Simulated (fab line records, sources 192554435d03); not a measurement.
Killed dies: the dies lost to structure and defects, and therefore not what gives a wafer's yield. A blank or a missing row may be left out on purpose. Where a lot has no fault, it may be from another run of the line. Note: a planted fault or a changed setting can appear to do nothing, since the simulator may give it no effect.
Which of the tools did it? :: flow n5-finfet :: 9 lots with 27 wafers sampled at 7 steps, on a route of 1938 steps

WHAT EACH GAUGE READ, for each wafer
N5_FIN_SAQP_THK_MEAS_05.
lot: L629
measured: day 4 04:35
on: film-metro-02
thk-nm (nm): 37.8 37.1 38.2

lot: L632
measured: day 4 21:34
on: film-metro-01
thk-nm (nm): 4.1 4.0 4.0

lot: L633
measured: day 5 03:13
on: film-metro-01
thk-nm (nm): 4.0 4.0 4.1

lot: L634
measured: day 5 08:58
on: film-metro-02
thk-nm (nm): 4.1 4.0 4.1

lot: L637
measured: day 6 04:07
on: film-metro-02
thk-nm (nm): 38.6 38.5 37.9

lot: L638
measured: day 6 09:19
on: film-metro-02
thk-nm (nm): 38.2 38.3 38.5

lot: L639
measured: day 6 15:59
on: film-metro-02
thk-nm (nm): 38.0 38.1 38.3

lot: L641
measured: day 7 03:11
on: film-metro-02
thk-nm (nm): 37.0 37.8 37.9

lot: L642
measured: day 7 10:22
on: film-metro-02
thk-nm (nm): 37.7 37.8 39.5

N5_FIN_SAQP_THK_MEAS_07.
lot: L629
measured: day 4 04:48
on: film-metro-01
thk-nm (nm): 59.9 60.2 60.8

lot: L632
measured: day 4 21:46
on: film-metro-02
thk-nm (nm): 60.3 60.3 60.5

lot: L633
measured: day 5 03:25
on: film-metro-01
thk-nm (nm): 59.3 60.6 60.7

lot: L634
measured: day 5 09:14
on: film-metro-01
thk-nm (nm): 59.2 59.2 60.0

lot: L637
measured: day 6 04:19
on: film-metro-01
thk-nm (nm): 59.6 60.3 60.5

lot: L638
measured: day 6 09:32
on: film-metro-02
thk-nm (nm): 59.7 59.2 60.0

lot: L639
measured: day 6 16:13
on: film-metro-01
thk-nm (nm): 59.5 60.9 60.0

lot: L641
measured: day 7 03:24
on: film-metro-02
thk-nm (nm): 59.2 60.1 60.3

lot: L642
measured: day 7 10:35
on: film-metro-02
thk-nm (nm): 59.3 60.6 60.7

N5_FIN_SAQP_CD_MEAS_31: the cd target is 8 nm.
lot: L629
measured: day 4 09:55
on: cd-sem-01
cd-nm (nm): 8.36 8.29 8.15

lot: L632
measured: day 5 03:55
on: cd-sem-01
cd-nm (nm): - - -

lot: L633
measured: day 5 07:26
on: cd-sem-01
cd-nm (nm): - - -

lot: L634
measured: day 5 14:01
on: cd-sem-01
cd-nm (nm): - - -

lot: L637
measured: day 6 08:47
on: cd-sem-01
cd-nm (nm): 7.91 8.08 8.32

lot: L638
measured: day 6 14:27
on: cd-sem-01
cd-nm (nm): 7.85 8.23 8.09

lot: L639
measured: day 6 20:53
on: cd-sem-02
cd-nm (nm): 8.25 8.51 8.27

lot: L641
measured: day 7 08:44
on: cd-sem-02
cd-nm (nm): 8.22 8.34 8.20

lot: L642
measured: day 7 14:58
on: cd-sem-01
cd-nm (nm): 7.51 8.21 7.79

N5_BEOL_M4_RC_MEAS_101.
lot: L629
measured: day 10 16:16
on: prober-01
DIBL_N (mV/V): 34.2 34.5 35.3
DIBL_P (mV/V): 35.7 36.1 37.5
IOFF_N (nA/um): 0.151 0.159 0.177
IOFF_P (nA/um): 0.23 0.23 0.26
ION_N (uA/um): 686 670 692
ION_P (uA/um): 468 470 475
SS_N (mV/dec): 71.2 71.8 71.6
SS_P (mV/dec): 72.6 72.4 72.8
VT_N (mV): 248.1 245.6 247.1
VT_P (mV): -247 -248 -246

lot: L637
measured: day 13 11:38
on: prober-02
DIBL_N (mV/V): 35.0 35.3 34.5
DIBL_P (mV/V): 35.0 35.0 33.3
IOFF_N (nA/um): 0.143 0.149 0.137
IOFF_P (nA/um): 0.25 0.23 0.21
ION_N (uA/um): 674 677 687
ION_P (uA/um): 464 472 473
SS_N (mV/dec): 72.2 71.7 71.4
SS_P (mV/dec): 73.6 73.6 73.2
VT_N (mV): 251.8 252.1 250.9
VT_P (mV): -248 -247 -248

lot: L638
measured: day 13 11:45
on: prober-01
DIBL_N (mV/V): 35.0 35.9 35.8
DIBL_P (mV/V): 33.2 34.8 34.6
IOFF_N (nA/um): 0.123 0.141 0.130
IOFF_P (nA/um): 0.15 0.17 0.17
ION_N (uA/um): 654 665 650
ION_P (uA/um): 443 450 442
SS_N (mV/dec): 70.7 71.5 71.2
SS_P (mV/dec): 73.8 73.9 73.9
VT_N (mV): 256.3 254.5 257.1
VT_P (mV): -256 -258 -256

lot: L639
measured: day 13 12:34
on: prober-02
DIBL_N (mV/V): 35.0 35.4 34.6
DIBL_P (mV/V): 35.5 36.4 35.6
IOFF_N (nA/um): 0.126 0.127 0.115
IOFF_P (nA/um): 0.18 0.19 0.18
ION_N (uA/um): 653 661 658
ION_P (uA/um): 459 460 459
SS_N (mV/dec): 70.5 71.3 70.8
SS_P (mV/dec): 72.8 73.2 73.1
VT_N (mV): 254.0 254.7 254.7
VT_P (mV): -251 -251 -252

lot: L641
measured: day 14 03:20
on: prober-02
DIBL_N (mV/V): 37.2 37.1 35.9
DIBL_P (mV/V): 37.3 36.7 34.6
IOFF_N (nA/um): 0.186 0.174 0.154
IOFF_P (nA/um): 0.26 0.25 0.22
ION_N (uA/um): 691 683 689
ION_P (uA/um): 481 473 474
SS_N (mV/dec): 71.4 71.6 70.7
SS_P (mV/dec): 74.0 74.1 73.9
VT_N (mV): 247.1 249.6 253.2
VT_P (mV): -246 -247 -250

lot: L642
measured: day 13 19:12
on: prober-01
DIBL_N (mV/V): 35.7 37.4 36.5
DIBL_P (mV/V): 36.1 37.9 36.6
IOFF_N (nA/um): 0.147 0.182 0.170
IOFF_P (nA/um): 0.25 0.28 0.26
ION_N (uA/um): 673 675 667
ION_P (uA/um): 469 473 464
SS_N (mV/dec): 71.2 71.5 71.8
SS_P (mV/dec): 73.3 74.0 73.9
VT_N (mV): 249.2 246.1 247.4
VT_P (mV): -246 -245 -246

EACH LOT AND THE TOOL THAT RAN IT (in order: tool; ch and the chambers of the sampled wafers; start)
lot: L629
N5_PMOS_HMC_CHANNEL_EPI_HM_DEP_34: pecvd-02 ch 0,2, day 4 00:02
N5_FIN_SAQP_DENSIFY_62: rtp-anneal-02 ch 0, day 4 04:17
N5_FIN_SAQP_HM_DEP_03: pecvd-03 ch 0,1,2, day 4 04:31

lot: L632
N5_PMOS_HMC_CHANNEL_EPI_HM_DEP_34: pecvd-02 ch 0,2, day 4 16:43
N5_FIN_SAQP_DENSIFY_62: rtp-anneal-02 ch 0, day 4 21:16
N5_FIN_SAQP_HM_DEP_03: pecvd-03 ch 0,1,2, day 4 21:29

lot: L633
N5_PMOS_HMC_CHANNEL_EPI_HM_DEP_34: pecvd-01 ch 0,2, day 4 22:43
N5_FIN_SAQP_DENSIFY_62: rtp-anneal-01 ch 0, day 5 02:57
N5_FIN_SAQP_HM_DEP_03: pecvd-04 ch 0,2, day 5 03:07

lot: L634
N5_PMOS_HMC_CHANNEL_EPI_HM_DEP_34: pecvd-01 ch 0,1,2, day 5 05:00
N5_FIN_SAQP_DENSIFY_62: rtp-anneal-01 ch 0, day 5 08:39
N5_FIN_SAQP_HM_DEP_03: pecvd-04 ch 0,1,2, day 5 08:53

lot: L637
N5_PMOS_HMC_CHANNEL_EPI_HM_DEP_34: pecvd-03 ch 1,2, day 5 23:58
N5_FIN_SAQP_DENSIFY_62: rtp-anneal-02 ch 0, day 6 03:49
N5_FIN_SAQP_HM_DEP_03: pecvd-04 ch 0,1,2, day 6 04:01

lot: L638
N5_PMOS_HMC_CHANNEL_EPI_HM_DEP_34: pecvd-02 ch 0,2, day 6 04:51
N5_FIN_SAQP_DENSIFY_62: rtp-anneal-01 ch 0, day 6 09:01
N5_FIN_SAQP_HM_DEP_03: pecvd-04 ch 0,2, day 6 09:14

lot: L639
N5_PMOS_HMC_CHANNEL_EPI_HM_DEP_34: pecvd-01 ch 0,1, day 6 11:52
N5_FIN_SAQP_DENSIFY_62: rtp-anneal-01 ch 0, day 6 15:40
N5_FIN_SAQP_HM_DEP_03: pecvd-01 ch 1,2, day 6 15:53

lot: L641
N5_PMOS_HMC_CHANNEL_EPI_HM_DEP_34: pecvd-03 ch 1,2, day 6 22:49
N5_FIN_SAQP_DENSIFY_62: rtp-anneal-02 ch 0, day 7 02:57
N5_FIN_SAQP_HM_DEP_03: pecvd-04 ch 0,1, day 7 03:06

lot: L642
N5_PMOS_HMC_CHANNEL_EPI_HM_DEP_34: pecvd-02 ch 0,2, day 7 06:07
N5_FIN_SAQP_DENSIFY_62: rtp-anneal-01 ch 0, day 7 10:04
N5_FIN_SAQP_HM_DEP_03: pecvd-03 ch 0,1,2, day 7 10:17
- N5_PMOS_HMC_CHANNEL_EPI_HM_DEP_34: deposits SiO2 from TEOS/O2, target thk 36 nm, time 6.9 s.
- N5_FIN_SAQP_DENSIFY_62: time 60 s.
- N5_FIN_SAQP_HM_DEP_03: deposits SiNx from SiH4/NH3/N2, target thk 38 nm, time 33.6 s.

WHAT THE TOOLS THEMSELVES READ (means of the sampled wafers that have a number; where no wafer has one, the mark that the record gives instead)
N5_PMOS_HMC_CHANNEL_EPI_HM_DEP_34.
lot: L629
tool: pecvd-02
chamber-pressure-Torr (Torr): 6.503
heater-power-outer-w (W): 269
heater-power-w (W): 524
showerhead-plenum-p-Torr (Torr): 8.327
throttle-valve-pct (%): 18.9

lot: L632
tool: pecvd-02
chamber-pressure-Torr (Torr): 6.496
heater-power-outer-w (W): 334
heater-power-w (W): 609
showerhead-plenum-p-Torr (Torr): 8.339
throttle-valve-pct (%): 18.8

lot: L633
tool: pecvd-01
chamber-pressure-Torr (Torr): 6.518
heater-power-outer-w (W): 363
heater-power-w (W): 647
showerhead-plenum-p-Torr (Torr): 8.386
throttle-valve-pct (%): 18.2

lot: L634
tool: pecvd-01
chamber-pressure-Torr (Torr): 6.492
heater-power-outer-w (W): 312
heater-power-w (W): 580
showerhead-plenum-p-Torr (Torr): 8.356
throttle-valve-pct (%): 18.3

lot: L637
tool: pecvd-03
chamber-pressure-Torr (Torr): 6.493
heater-power-outer-w (W): 271
heater-power-w (W): 534
showerhead-plenum-p-Torr (Torr): 8.347
throttle-valve-pct (%): 18.0

lot: L638
tool: pecvd-02
chamber-pressure-Torr (Torr): 6.504
heater-power-outer-w (W): 264
heater-power-w (W): 510
showerhead-plenum-p-Torr (Torr): 8.357
throttle-valve-pct (%): 19.0

lot: L639
tool: pecvd-01
chamber-pressure-Torr (Torr): 6.504
heater-power-outer-w (W): 307
heater-power-w (W): 534
showerhead-plenum-p-Torr (Torr): 8.384
throttle-valve-pct (%): 19.1

lot: L641
tool: pecvd-03
chamber-pressure-Torr (Torr): 6.511
heater-power-outer-w (W): 212
heater-power-w (W): 459
showerhead-plenum-p-Torr (Torr): 8.358
throttle-valve-pct (%): 17.9

lot: L642
tool: pecvd-02
chamber-pressure-Torr (Torr): 6.489
heater-power-outer-w (W): 319
heater-power-w (W): 592
showerhead-plenum-p-Torr (Torr): 8.353
throttle-valve-pct (%): 19.0

N5_FIN_SAQP_DENSIFY_62.
lot: L629
tool: rtp-anneal-02
lamp-power-pct (%): 9.84
lamp_zone_2_pct (%): 9.843
lamp_zone_4_pct (%): 9.830
wafer_temp_C_max: 703.2

lot: L632
tool: rtp-anneal-02
lamp-power-pct (%): 9.86
lamp_zone_2_pct (%): 9.846
lamp_zone_4_pct (%): 9.835
wafer_temp_C_max: 703.3

lot: L633
tool: rtp-anneal-01
lamp-power-pct (%): 9.84
lamp_zone_2_pct (%): 9.847
lamp_zone_4_pct (%): 9.842
wafer_temp_C_max: 702.7

lot: L634
tool: rtp-anneal-01
lamp-power-pct (%): 9.86
lamp_zone_2_pct (%): 9.837
lamp_zone_4_pct (%): 9.838
wafer_temp_C_max: 703.8

lot: L637
tool: rtp-anneal-02
lamp-power-pct (%): 9.81
lamp_zone_2_pct (%): 9.848
lamp_zone_4_pct (%): 9.835
wafer_temp_C_max: 703.9

lot: L638
tool: rtp-anneal-01
lamp-power-pct (%): 9.86
lamp_zone_2_pct (%): 9.849
lamp_zone_4_pct (%): 9.836
wafer_temp_C_max: 703.1

lot: L639
tool: rtp-anneal-01
lamp-power-pct (%): 9.87
lamp_zone_2_pct (%): 9.851
lamp_zone_4_pct (%): 9.844
wafer_temp_C_max: 703.2

lot: L641
tool: rtp-anneal-02
lamp-power-pct (%): 9.83
lamp_zone_2_pct (%): 9.844
lamp_zone_4_pct (%): 9.844
wafer_temp_C_max: 703.7

lot: L642
tool: rtp-anneal-01
lamp-power-pct (%): 9.83
lamp_zone_2_pct (%): 9.839
lamp_zone_4_pct (%): 9.838
wafer_temp_C_max: 703.5

N5_FIN_SAQP_HM_DEP_03.
lot: L629
tool: pecvd-03
chamber-pressure-Torr (Torr): 1.504
heater-power-outer-w (W): 429
heater-power-w (W): 726
showerhead-plenum-p-Torr (Torr): 5.18
throttle-valve-pct (%): 40

lot: L632
tool: pecvd-03
chamber-pressure-Torr (Torr): -
heater-power-outer-w (W): -
heater-power-w (W): -
showerhead-plenum-p-Torr (Torr): -
throttle-valve-pct (%): -

lot: L633
tool: pecvd-04
chamber-pressure-Torr (Torr): -
heater-power-outer-w (W): -
heater-power-w (W): -
showerhead-plenum-p-Torr (Torr): -
throttle-valve-pct (%): -

lot: L634
tool: pecvd-04
chamber-pressure-Torr (Torr): -
heater-power-outer-w (W): -
heater-power-w (W): -
showerhead-plenum-p-Torr (Torr): -
throttle-valve-pct (%): -

lot: L637
tool: pecvd-04
chamber-pressure-Torr (Torr): 1.503
heater-power-outer-w (W): 371
heater-power-w (W): 639
showerhead-plenum-p-Torr (Torr): 5.05
throttle-valve-pct (%): 43

lot: L638
tool: pecvd-04
chamber-pressure-Torr (Torr): 1.503
heater-power-outer-w (W): 387
heater-power-w (W): 637
showerhead-plenum-p-Torr (Torr): 4.97
throttle-valve-pct (%): 43

lot: L639
tool: pecvd-01
chamber-pressure-Torr (Torr): 1.501
heater-power-outer-w (W): 456
heater-power-w (W): 791
showerhead-plenum-p-Torr (Torr): 5.14
throttle-valve-pct (%): 40

lot: L641
tool: pecvd-04
chamber-pressure-Torr (Torr): 1.502
heater-power-outer-w (W): 373
heater-power-w (W): 635
showerhead-plenum-p-Torr (Torr): 5.07
throttle-valve-pct (%): 40

lot: L642
tool: pecvd-03
chamber-pressure-Torr (Torr): 1.497
heater-power-outer-w (W): 432
heater-power-w (W): 734
showerhead-plenum-p-Torr (Torr): 5.18
throttle-valve-pct (%): 40

THE ANSWER, worked out from the rows above alone
Rule: what is usual is taken from the lots themselves. Put in order of their means at a reading, lots are off if they are a third of the lots or fewer, leave a main group of 4 or more, and stand apart from it by a gap of 3 or more times the standard deviation of the main group's means; of several such gaps the widest counts. Not used: any main group whose means are identical at the precision the tables above print for the reading. Also off: a lot with no number at a reading for which 4 or more lots have one. Where the step has rows for the other lots, those lots are counted as sound. Order of review: gauges by route order, followed by the tools' own readings, for which a lot's mean as printed above is used. The first step at which some lot is off is used, and at that step the reading that is off furthest; a lot without a number counts as furthest.
Off: L632, L633, L634, at N5_FIN_SAQP_THK_MEAS_05 (thk-nm). For the main group the mean is 38.1 nm and the standard deviation 0.32.
If a tool, at a process step before that reading, ran all the lots that are off and no sound lot after the first of them, it fits. The gauges at N5_FIN_SAQP_THK_MEAS_05 aren't tried: what is off there is off at N5_FIN_SAQP_CD_MEAS_31 too, on other tools, and a gauge's error can't cause that. Not one of the candidates tried fits.

WHAT THE SIMULATOR HAD PUT IN
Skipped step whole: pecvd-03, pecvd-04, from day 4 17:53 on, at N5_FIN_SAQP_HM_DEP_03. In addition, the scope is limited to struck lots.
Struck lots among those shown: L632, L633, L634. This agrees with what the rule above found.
